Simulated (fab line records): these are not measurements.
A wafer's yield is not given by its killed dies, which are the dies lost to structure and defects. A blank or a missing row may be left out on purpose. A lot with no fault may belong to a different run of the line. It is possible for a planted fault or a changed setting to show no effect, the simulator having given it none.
Split-lot experiment ; flow n5_finfet ; on a route of 1938 steps: 7 lots, 39 wafers read

THE SPLIT
At N5_GATE_CUT_ETCH_56 (etches TiN in Cl2/Ar, target depth 21.6 nm), the setting target_depth_a was moved away from the recipe's 216 angstrom on 18 of the 39 wafers read, by -33.8% to +44.6%. The other wafers ran this setting at the recipe's value.

Reading taken at the split's own step.

THE READING
etch.depth_nm (the simulator's own value, which no gauge read), in nm, at N5_GATE_CUT_ETCH_56 (etches TiN in Cl2/Ar, target depth 21.6 nm). The file does not state a usual value for it. The 21 wafers here that ran the recipe average 21.60 nm, standard deviation 0.31 nm.

wafer;tool, chamber at the split;target_depth_a as run, angstrom;against the recipe;etch.depth_nm, nm;against lot-mates on the recipe
L076.1;rie_metal-02, 0;271.7;+25.8%;27.45;+5.87
L076.2;rie_metal-02, 1;216;recipe;21.63;-
L076.3;rie_metal-02, 0;216;recipe;21.84;-
L076.4;rie_metal-02, 1;216;recipe;21.27;-
L076.5;rie_metal-02, 1;271.7;+25.8%;27.11;+5.53
L076.6;rie_metal-02, 0;271.7;+25.8%;27.47;+5.89
L077.1;rie_metal-02, 0;147.9;-31.5%;14.83;-6.57
L077.2;rie_metal-02, 1;216;recipe;21.27;-
L077.3;rie_metal-02, 0;147.9;-31.5%;14.73;-6.67
L077.4;rie_metal-02, 1;147.9;-31.5%;14.6;-6.80
L077.5;rie_metal-02, 1;216;recipe;21.22;-
L077.6;rie_metal-02, 0;216;recipe;21.7;-
L080.1;rie_metal-03, 0;216;recipe;21.59;-
L080.2;rie_metal-03, 1;267.7;+23.9%;27.01;+5.35
L080.3;rie_metal-03, 0;216;recipe;21.72;-
L080.4;rie_metal-03, 1;267.7;+23.9%;27.06;+5.40
L080.5;rie_metal-03, 1;267.7;+23.9%;26.97;+5.31
L080.6;rie_metal-03, 0;216;recipe;21.66;-
L082.1;rie_metal-01, 1;143.1;-33.8%;14.48;-6.99
L082.2;rie_metal-01, 0;216;recipe;20.9;-
L082.3;rie_metal-01, 1;216;recipe;21.75;-
L082.4;rie_metal-01, 0;143.1;-33.8%;13.82;-7.65
L082.5;rie_metal-01, 1;216;recipe;21.76;-
L082.6;rie_metal-01, 0;143.1;-33.8%;13.86;-7.61
L089.1;rie_metal-03, 0;216;recipe;21.93;-
L089.2;rie_metal-03, 0;312.3;+44.6%;31.47;+9.59
L089.3;rie_metal-03, 0;312.3;+44.6%;31.41;+9.53
L089.4;rie_metal-03, 0;216;recipe;21.92;-
L089.5;rie_metal-03, 0;216;recipe;21.78;-
L089.6;rie_metal-03, 0;312.3;+44.6%;31.58;+9.70
L096.3;rie_metal-03, 0;216;recipe;21.5;-
L096.5;rie_metal-03, 0;216;recipe;21.47;-
L096.6;rie_metal-03, 1;216;recipe;22.26;-
L097.1;rie_metal-02, 0;216;recipe;21.9;-
L097.2;rie_metal-02, 1;146.8;-32.0%;14.52;-6.96
L097.3;rie_metal-02, 0;146.8;-32.0%;14.86;-6.62
L097.4;rie_metal-02, 1;216;recipe;21.32;-
L097.5;rie_metal-02, 1;216;recipe;21.22;-
L097.6;rie_metal-02, 0;146.8;-32.0%;14.9;-6.58

FIT RESULTS
A straight line over all 39 wafers: etch.depth_nm changes by +0.221 nm for each +1% of target_depth_a; r = +1.00; the points scatter about the line by 0.27 nm.
The same after taking each lot's own level away (the mean of its wafers on the recipe; 39 wafers): +0.216 nm for each +1%; r = +1.00; scatter 0.25 nm.
According to that fit, moving target_depth_a by its largest amount changes the reading by 9.6 nm.
The lots' own levels span 21.397 to 21.877 nm, that is 1.6 times the standard deviation above.
Hence the lot-to-lot level has little effect on the slope; both slopes agree.
Check: +9.7 nm against its lot-mates is what the line predicts for one of the wafers moved furthest among these (+44.6%) when that wafer is left out of the fit. It came out at +9.59 nm against them.

FURTHER SPLITS ON THESE WAFERS
These wafers also went through other splits before the reading. Each is held against what the fit with the lots' levels taken away leaves over:
other split on the same wafers;wafers away from the commonest value;r with etch.depth_nm (lot level and that fit taken away)
N5_PMOS_HMC_CHANNEL_EPI_HM_DEP_34 target_thk_a;18;+0.13
N5_SD_EPI_N_EPI_21 epi_growth_time_s;12;-0.11
N5_HKMG_FIN_ETCH_55 time_s;18;+0.15

FILE'S OWN FIT
etch.depth_nm changes by +0.216 nm for each +1% of target_depth_a, r = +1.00.
